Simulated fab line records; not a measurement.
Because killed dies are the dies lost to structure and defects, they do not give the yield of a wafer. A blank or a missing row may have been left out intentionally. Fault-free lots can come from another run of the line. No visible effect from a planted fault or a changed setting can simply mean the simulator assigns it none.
The tool behind it: which one?    flow n5-finfet    27 wafers from 9 lots sampled at 5 of the route's 1938 steps

## WHAT THE GAUGES SHOWED, per wafer
N5_HKMG_FIN_INSPECT_28: inspects for defects (darkfield). Usual: raw-defect-count 40, standard deviation 15.
lot   measured      on                 raw-defect-count  flag
L205  day 4 22:02   defect-inspect-01  29 32 30          
L206  day 5 02:14   defect-inspect-02  35 40 44          
L213  day 6 22:04   defect-inspect-01  38 54 24          
L217  day 7 22:11   defect-inspect-01  33 58 57          
L219  day 8 17:31   defect-inspect-01  43 34 50          
L223  day 9 14:28   defect-inspect-01  26 26 40          
L224  day 9 18:10   defect-inspect-02  33 26 40          
L225  day 10 02:48  defect-inspect-02  42 28 27          
L226  day 10 07:08  defect-inspect-02  68 67 57          

N5_BEOL_M4_RC_MEAS_101. Usual: DIBL_N 36.3 mV/V, standard deviation 1.2; DIBL_P 36.7 mV/V, standard deviation 1.5; IOFF_N 0.164 nA/um, standard deviation 0.02; IOFF_N_85C 3.2 nA/um, standard deviation 0.34; IOFF_N_LIN 0.075 nA/um, standard deviation 0.0075; IOFF_N_LONG 5.57e-05 nA/um, standard deviation 1.9e-06; IOFF_P 0.214 nA/um, standard deviation 0.024; IOFF_P_LIN 0.101 nA/um, standard deviation 0.009; IOFF_P_LONG 0.000107 nA/um, standard deviation 6e-06; ION_N 673 uA/um, standard deviation 8.5; ION_P 461 uA/um, standard deviation 5.9; SS_N 71.6 mV/dec, standard deviation 0.44; SS_P 73.3 mV/dec, standard deviation 0.55; VT_N 249.4 mV, standard deviation 2.4; VT_N_LONG 274.2 mV, standard deviation 1.9; VT_N_LVT 98.3 mV, standard deviation 2.8; VT_P -250.0 mV, standard deviation 2.3; VT_P_LONG -274.8 mV, standard deviation 2.3; VT_P_LVT -98.8 mV, standard deviation 2.4.
lot   measured      on         DIBL_N (mV/V)   DIBL_P (mV/V)   IOFF_N (nA/um)     IOFF_N_85C (nA/um)  IOFF_N_LIN (nA/um)  IOFF_N_LONG (nA/um)            IOFF_P (nA/um)     IOFF_P_LIN (nA/um)  IOFF_P_LONG (nA/um)         ION_N (uA/um)  ION_P (uA/um)  SS_N (mV/dec)   SS_P (mV/dec)   VT_N (mV)          VT_N_LONG (mV)     VT_N_LVT (mV)      VT_P (mV)             VT_P_LONG (mV)        VT_P_LVT (mV)         flag
L205  day 9 02:45   prober-01  35.1 34.0 35.6  36.3 34.5 37.5  0.140 0.123 0.162  2.7 2.4 3.0         0.065 0.058 0.073   5.22e-05 5.22e-05 5.39e-05     0.184 0.166 0.199  0.088 0.082 0.094   9.5e-05 9.8e-05 9.5e-05     657 662 678    452 454 459    71.0 71.6 71.6  72.7 72.7 73.4  250.2 251.7 249.5  276.1 279.1 276.2  101.5 104.9 99.8   -253.4 -255.6 -253.3  -277.9 -279.6 -280.0  -102.8 -103.2 -101.5  
L206  day 8 06:36   prober-02  37.0 35.4 34.7  37.7 36.0 35.2  0.606 0.488 0.452  9.7 8.1 7.5         0.274 0.231 0.217   0.0001449 0.0001456 0.000145   0.164 0.140 0.132  0.077 0.068 0.066   7.9e-05 7.7e-05 7.6e-05     761 745 737    449 444 445    72.5 71.9 71.7  73.3 73.1 72.8  213.7 217.8 217.5  240.2 240.6 238.6  62.1 66.2 66.8     -255.4 -261.3 -260.6  -286.5 -287.4 -286.2  -107.1 -108.0 -108.9  OFF
L213  day 10 14:32  prober-01  35.0 35.4 36.1  35.5 36.4 37.2  0.497 0.545 0.573  8.1 8.6 9.2         0.240 0.258 0.267   0.0001485 0.0001476 0.0001452  0.157 0.164 0.173  0.075 0.076 0.080   8.8e-05 8.4e-05 8.6e-05     753 750 747    457 452 447    71.4 71.4 71.8  73.2 73.4 73.9  217.0 214.3 214.4  239.1 237.9 239.4  65.2 64.4 63.2     -258.6 -258.2 -255.9  -283.5 -284.2 -283.8  -106.8 -106.9 -106.3  OFF
L217  day 11 14:03  prober-01  37.2 36.6 36.7  36.8 36.3 36.4  0.174 0.165 0.160  3.3 3.1 3.0         0.078 0.074 0.072   5.55e-05 5.55e-05 5.41e-05     0.223 0.218 0.224  0.104 0.103 0.105   0.00011 0.000109 0.000112   675 671 678    460 460 467    72.2 71.4 72.6  73.9 73.3 73.4  251.4 248.3 253.3  274.8 277.6 275.6  99.8 101.1 101.9   -249.7 -249.7 -249.6  -272.4 -273.3 -272.0  -98.6 -99.2 -98.4     
L219  day 12 05:11  prober-02  36.0 34.2 35.2  36.7 33.7 34.7  0.159 0.129 0.141  3.1 2.6 2.8         0.073 0.062 0.065   5.49e-05 5.61e-05 5.58e-05     0.232 0.190 0.192  0.112 0.099 0.098   0.000106 0.000111 0.000109  679 669 663    466 463 457    72.1 71.5 71.1  73.3 72.7 72.7  249.3 251.4 250.4  273.9 278.3 271.6  101.0 103.8 103.0  -248.2 -248.6 -251.4  -274.0 -270.9 -274.4  -99.2 -102.1 -101.6   
L223  day 12 22:19  prober-02  38.6 36.9 39.0  37.3 36.2 37.4  0.201 0.162 0.196  3.7 3.1 3.6         0.085 0.074 0.083   5.85e-05 5.84e-05 5.87e-05     0.240 0.213 0.229  0.112 0.102 0.107   0.00011 0.000108 0.000106   679 664 666    465 454 460    71.2 70.9 71.8  73.5 73.0 73.7  245.6 249.2 246.6  273.3 275.0 274.6  94.8 97.7 96.4     -246.5 -248.0 -249.1  -273.4 -273.1 -273.4  -96.5 -97.6 -96.6     
L224  day 13 12:11  prober-01  36.0 37.5 36.9  36.4 38.9 38.2  0.163 0.194 0.180  3.2 3.8 3.5         0.076 0.086 0.083   5.81e-05 5.76e-05 5.7e-05      0.219 0.256 0.244  0.104 0.114 0.112   0.000112 0.000111 0.000113  675 671 674    461 460 465    71.3 71.9 71.4  73.2 73.7 73.9  246.9 245.0 247.3  272.3 275.1 272.9  95.1 94.4 94.2     -248.3 -248.7 -248.9  -273.8 -274.8 -275.3  -96.0 -95.6 -94.7     
L225  day 13 14:47  prober-02  38.4 39.1 37.7  38.8 39.1 37.5  0.186 0.205 0.175  3.5 3.8 3.3         0.082 0.086 0.078   5.44e-05 5.44e-05 5.51e-05     0.236 0.240 0.207  0.108 0.110 0.098   0.000105 0.000104 0.000106  677 685 684    466 467 463    71.4 72.2 71.6  73.5 73.5 72.5  249.3 246.7 248.6  273.4 273.9 273.2  96.2 94.1 95.8     -249.4 -248.1 -252.9  -275.0 -276.6 -278.2  -97.4 -96.4 -98.9     
L226  day 13 19:11  prober-02  36.3 36.1 38.6  38.1 38.3 40.1  0.159 0.160 0.200  3.1 3.1 3.8         0.074 0.073 0.087   5.29e-05 5.32e-05 5.34e-05     0.214 0.214 0.258  0.102 0.102 0.116   0.000105 0.000107 0.000107  680 672 682    465 465 469    71.2 71.2 72.3  73.8 73.3 74.7  251.0 251.5 247.2  273.7 275.9 276.8  100.7 101.0 97.1   -251.5 -250.7 -249.7  -273.9 -275.6 -276.1  -100.1 -99.9 -98.3    

## WHAT TOOL EACH LOT RAN ON (gives the tool, then ch and the chambers of the sampled wafers, and finally the start)
lot   N5_HKMG_FIN_PWFM_ALD_03              N5_HKMG_FIN_NWFM_ALD_20             N5_HKMG_FIN_CMP_94
L205  ald-metal-04 ch 0,3, day 4 16:43     ald-metal-03 ch 0,1,3, day 4 19:35  cmp-04 ch 0,3, day 4 21:50
L206  ald-metal-01 ch 0,1,3, day 4 20:47   ald-metal-03 ch 1,2, day 4 23:47    cmp-02 ch 1,2,3, day 5 02:01
L213  ald-metal-03 ch 1,3, day 6 16:40     ald-metal-03 ch 1,2,3, day 6 19:33  cmp-02 ch 0,2,3, day 6 21:54
L217  ald-metal-04 ch 0,2,3, day 7 16:53   ald-metal-04 ch 0,2,3, day 7 19:46  cmp-02 ch 0,1, day 7 21:58
L219  ald-metal-04 ch 0,1,2, day 8 12:02   ald-metal-01 ch 0,1,3, day 8 15:04  cmp-02 ch 1,2,3, day 8 17:17
L223  ald-metal-03 ch 0,2,3, day 9 08:07   ald-metal-04 ch 0,1,2, day 9 11:29  cmp-04 ch 0,2, day 9 14:16
L224  ald-metal-01 ch 0,1,2, day 9 12:35   ald-metal-01 ch 0,1,3, day 9 15:34  cmp-03 ch 0,1,2, day 9 17:57
L225  ald-metal-01 ch 0,1, day 9 21:09     ald-metal-03 ch 0,3, day 10 00:15   cmp-02 ch 0,1,3, day 10 02:36
L226  ald-metal-01 ch 0,1,2, day 10 01:32  ald-metal-03 ch 0,2, day 10 04:42   cmp-04 ch 1,2,3, day 10 06:56
- N5_HKMG_FIN_PWFM_ALD_03: deposits TiN, target thk 2 nm, pulse time 1 s, purge time 3 s.
- N5_HKMG_FIN_NWFM_ALD_20: deposits TiAlC, target thk 2 nm, pulse time 3 s, purge time 2 s.
- N5_HKMG_FIN_CMP_94: polishes, stops on SiNx, t overpolish 4.7 s, target thk 43.299 nm.

## AS READ BY THE TOOLS THEMSELVES (means over the sampled wafers that have a number; for cases with no such wafer, the mark the record gives instead)
N5_HKMG_FIN_PWFM_ALD_03. Usual: heater-power-w 890 W, standard deviation 93; precursor-pulse-height-rel 1.001, standard deviation 0.02.
lot   tool          heater-power-w (W)  precursor-pulse-height-rel  flag
L205  ald-metal-04  910                 0.991                       
L206  ald-metal-01  909                 1.005                       
L213  ald-metal-03  963                 1.000                       
L217  ald-metal-04  858                 1.001                       
L219  ald-metal-04  896                 1.014                       
L223  ald-metal-03  872                 1.008                       
L224  ald-metal-01  949                 1.006                       
L225  ald-metal-01  961                 0.960                       
L226  ald-metal-01  953                 1.007                       

N5_HKMG_FIN_NWFM_ALD_20. Usual: heater-power-w 499 W, standard deviation 49; precursor-pulse-height-rel 1.000, standard deviation 0.019.
lot   tool          heater-power-w (W)  precursor-pulse-height-rel  flag
L205  ald-metal-03  494                 1.000                       
L206  ald-metal-03  466                 1.005                       
L213  ald-metal-03  506                 1.022                       
L217  ald-metal-04  478                 1.006                       
L219  ald-metal-01  512                 0.992                       
L223  ald-metal-04  509                 1.009                       
L224  ald-metal-01  511                 1.003                       
L225  ald-metal-03  484                 0.987                       
L226  ald-metal-03  453                 0.998                       

N5_HKMG_FIN_CMP_94. Usual: motor-current-A 12.1 A, standard deviation 1.5.
lot   tool    motor-current-A (A)  flag
L205  cmp-04  11.9                 
L206  cmp-02  12.6                 
L213  cmp-02  12.3                 
L217  cmp-02  11.7                 
L219  cmp-02  12.6                 
L223  cmp-04  10.8                 
L224  cmp-03  11.2                 
L225  cmp-02  12.4                 
L226  cmp-04  13.1                 

## THE ANSWER, worked out from the rows above alone
Rule: a lot counts as off when the mean over its wafers that have a number is more than 3 standard deviations away from the usual mean. Also off: a lot with no number at a reading for which 4 or more lots have one. Where the step has rows for the other lots, those lots are counted as sound. The gauges are gone through in route order, then the tools' own readings, and for those a lot's mean is taken as printed above. At the first step where some lot is off, the reading lying furthest off is the one used; lots without a number count as furthest.
Off: L206, L213, seen at N5_BEOL_M4_RC_MEAS_101 (IOFF_N_LONG).
A tool fits if, at a process step before that reading, it ran every lot that is off, and no sound lot after the first of them. Those tools and the gauges at N5_BEOL_M4_RC_MEAS_101 are tried in the same way. None of those tried fits.

## WHAT WAS PUT IN BY THE SIMULATOR
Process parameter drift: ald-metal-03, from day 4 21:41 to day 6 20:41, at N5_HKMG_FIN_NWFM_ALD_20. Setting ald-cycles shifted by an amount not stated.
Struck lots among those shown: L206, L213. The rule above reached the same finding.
